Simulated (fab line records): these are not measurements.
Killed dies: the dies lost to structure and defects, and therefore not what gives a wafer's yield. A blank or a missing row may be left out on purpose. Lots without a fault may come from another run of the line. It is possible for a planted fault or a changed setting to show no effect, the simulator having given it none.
Matching of chambers -- flow nand harc -- ald hk-01 running NHARC_A_STAIRCASE_ALD_415: 4 sister chambers
The step deposits SiO2, target thk 30 nm, pulse time 6 s, ald cycles 300. 4 wafers are shown with their chamber, then 7 later ones without.

WAFERS, EACH WITH ITS CHAMBER
wafer,chamber,heater power w (W)
L079.1,3,482
L079.2,2,512
L089.1,0,494
L089.3,1,460

WAFERS WHOSE CHAMBER IS MISSING
wafer,heater power w (W)
L089.6,482
L091.3,517
L091.5,522
L091.6,453
L093.1,462
L093.2,495
L093.6,463

WHICH CHAMBER EACH ONE RAN IN
wafer,from the rows above,in truth
L089.6,3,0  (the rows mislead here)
L091.3,2,2
L091.5,2,2
L091.6,1,1
L093.1,1,1
L093.2,0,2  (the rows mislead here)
L093.6,1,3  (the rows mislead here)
Correct placement for 4 of the 7. Not placeable from these rows: 0. Placed wrongly: 3.
How it was worked out, from the rows above alone: a wafer's distance from a chamber is the root of the sum, over the readings, of the square of ((its reading less the chamber's mean) divided by the reading's scatter). The wafer belongs to the nearest chamber; if the next one is less than 2 further off, it can't be placed. The mean given for a chamber averages the wafers shown for that chamber. The scatter (one wafer shown for each chamber): square how far every hidden wafer sits from the nearest shown wafer, average those squares and take the square root.
